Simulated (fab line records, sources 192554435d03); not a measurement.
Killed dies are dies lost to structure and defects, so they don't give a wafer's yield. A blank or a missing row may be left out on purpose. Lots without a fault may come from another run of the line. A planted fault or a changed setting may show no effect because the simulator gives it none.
Which tool did it? | flow n5_finfet | 12 lots, 36 wafers sampled, at 4 steps of a route of 1938

WHAT THE GAUGES READ, wafer by wafer
N5_BEOL_M9_INSPECT_13: inspects for defects (brightfield). Usual: raw_defect_count 425, standard deviation 99.
lot  | measured     | on                | raw_defect_count | flag
L676 | day 10 05:57 | defect_inspect-02 | 395 595 373      |
L678 | day 10 22:34 | defect_inspect-02 | 423 364 416      |
L679 | day 11 05:34 | defect_inspect-01 | 542 457 418      |
L685 | day 11 22:22 | defect_inspect-01 | 426 342 384      |
L684 | day 12 00:19 | defect_inspect-01 | 413 386 375      |
L687 | day 12 14:20 | defect_inspect-01 | 455 401 449      |
L691 | day 13 19:57 | defect_inspect-02 | 528 438 428      |
L690 | day 13 23:37 | defect_inspect-02 | 298 315 374      |
L692 | day 14 07:15 | defect_inspect-02 | 434 408 490      |
L695 | day 14 16:22 | defect_inspect-02 | 566 655 413      |
L697 | day 15 22:35 | defect_inspect-02 | 375 290 472      |
L699 | day 16 02:43 | defect_inspect-01 | 510 439 319      |

N5_BEOL_M9_INSPECT_30: inspects for defects (brightfield). Usual: raw_defect_count 417, standard deviation 93.
lot  | measured     | on                | raw_defect_count | flag
L676 | day 10 06:50 | defect_inspect-01 | 368 565 345      |
L678 | day 11 00:27 | defect_inspect-02 | 416 361 430      |
L679 | day 11 08:22 | defect_inspect-01 | 539 455 441      |
L685 | day 11 23:26 | defect_inspect-01 | 447 365 410      |
L684 | day 12 02:32 | defect_inspect-02 | 430 408 394      |
L687 | day 12 16:53 | defect_inspect-01 | 469 410 438      |
L691 | day 13 22:17 | defect_inspect-01 | 531 404 380      |
L690 | day 14 01:21 | defect_inspect-01 | 281 330 345      |
L692 | day 14 11:07 | defect_inspect-02 | 413 432 495      |
L695 | day 14 19:52 | defect_inspect-01 | 557 617 400      |
L697 | day 16 01:16 | defect_inspect-01 | 350 256 441      |
L699 | day 16 05:16 | defect_inspect-02 | 560 483 349      |

WHICH TOOL RAN EACH LOT (tool, then ch and the chambers of the sampled wafers, then the start)
lot  | N5_BEOL_M9_ILD_DEP_00           | N5_BEOL_M9_COAT_75
L676 | pecvd-02 ch 0,1, day 10 03:36   | litho_track-03 ch 0, day 10 06:29
L678 | pecvd-04 ch 1,2, day 10 20:44   | litho_track-04 ch 0, day 11 00:06
L679 | pecvd-01 ch 0,1, day 11 02:01   | litho_track-04 ch 0, day 11 08:01
L685 | pecvd-01 ch 0,1,2, day 11 18:32 | litho_track-03 ch 0, day 11 23:05
L684 | pecvd-02 ch 0,2, day 11 22:45   | litho_track-04 ch 0, day 12 02:03
L687 | pecvd-01 ch 0,1,2, day 12 11:12 | litho_track-04 ch 0, day 12 16:32
L691 | pecvd-01 ch 0,1, day 13 16:30   | litho_track-05 ch 0, day 13 21:56
L690 | pecvd-01 ch 0,2, day 13 21:01   | litho_track-05 ch 0, day 14 01:00
L692 | pecvd-04 ch 0,1,2, day 14 05:43 | litho_track-03 ch 0, day 14 10:38
L695 | pecvd-02 ch 0,1,2, day 14 14:37 | litho_track-05 ch 0, day 14 19:31
L697 | pecvd-02 ch 0,1,2, day 15 20:51 | litho_track-04 ch 0, day 16 00:55
L699 | pecvd-01 ch 0,1,2, day 16 00:00 | litho_track-05 ch 0, day 16 04:52
- N5_BEOL_M9_ILD_DEP_00: deposits SiCOH lowk from DEMS/porogen, target thk 308.51 nm, time 58 s.
- N5_BEOL_M9_COAT_75: time 60 s, resist thk 5 nm.

WHAT THE TOOLS THEMSELVES READ (means of the sampled wafers that have a number; where no wafer has one, the mark that the record gives instead)
N5_BEOL_M9_ILD_DEP_00. Usual: heater_power_w 304 W, standard deviation 29; showerhead_plenum_p_Torr 5.736 Torr, standard deviation 0.017; susceptor_temp_C 299.98 C, standard deviation 0.19; throttle_valve_pct 14.1 %, standard deviation 1.1.
lot  | tool     | heater_power_w (W) | showerhead_plenum_p_Torr (Torr) | susceptor_temp_C (C) | throttle_valve_pct (%) | flag
L676 | pecvd-02 | 298                | 5.740                           | 299.75               | 13.8                   |
L678 | pecvd-04 | 299                | 5.728                           | 300.18               | 13.5                   |
L679 | pecvd-01 | 304                | 5.716                           | 300.05               | 14.3                   |
L685 | pecvd-01 | 326                | 5.733                           | 299.89               | 14.6                   |
L684 | pecvd-02 | 282                | 5.754                           | 300.09               | 13.6                   |
L687 | pecvd-01 | 299                | 5.727                           | 300.01               | 14.7                   |
L691 | pecvd-01 | 294                | 5.718                           | 300.01               | 14.6                   |
L690 | pecvd-01 | 314                | 5.740                           | 300.00               | 13.9                   |
L692 | pecvd-04 | 313                | 5.742                           | 300.11               | 13.6                   |
L695 | pecvd-02 | 268                | 5.739                           | 299.93               | 13.7                   |
L697 | pecvd-02 | 294                | 5.736                           | 299.98               | 13.7                   |
L699 | pecvd-01 | 301                | 5.733                           | 300.01               | 14.6                   |

N5_BEOL_M9_COAT_75. Usual: dispense_pressure_kPa 53 kPa, standard deviation 5.2; spin_speed_rpm 1499.9 rpm, standard deviation 1.1.
lot  | tool           | dispense_pressure_kPa (kPa) | spin_speed_rpm (rpm) | flag
L676 | litho_track-03 | 47                          | 1500.6               |
L678 | litho_track-04 | 49                          | 1499.0               |
L679 | litho_track-04 | 49                          | 1498.9               |
L685 | litho_track-03 | 47                          | 1499.5               |
L684 | litho_track-04 | 49                          | 1331.9               | OFF
L687 | litho_track-04 | 49                          | 1331.5               | OFF
L691 | litho_track-05 | 58                          | 1500.2               |
L690 | litho_track-05 | 58                          | 1499.2               |
L692 | litho_track-03 | 47                          | 1499.8               |
L695 | litho_track-05 | 58                          | 1501.0               |
L697 | litho_track-04 | 49                          | 1500.5               |
L699 | litho_track-05 | 58                          | 1498.8               |

THE ANSWER, worked out from the rows above alone
Rule: a lot is off if the mean of its wafers that have a number lies more than 3 standard deviations from the usual mean. A lot without any number at a reading at which 4 lots or more have one is off too. The other lots that the step has rows for count as sound. The gauges are gone through in route order, then the tools' own readings, and for those a lot's mean is taken as printed above. The first step at which some lot is off is used, and at that step the reading that is off furthest; a lot without a number counts as furthest.
Off: L684, L687, at N5_BEOL_M9_COAT_75 (spin_speed_rpm).
A tool fits if, at that step or a process step before it, it ran every lot that is off, and no sound lot after the first of them. None of those tried fits.

WHAT THE SIMULATOR HAD PUT IN
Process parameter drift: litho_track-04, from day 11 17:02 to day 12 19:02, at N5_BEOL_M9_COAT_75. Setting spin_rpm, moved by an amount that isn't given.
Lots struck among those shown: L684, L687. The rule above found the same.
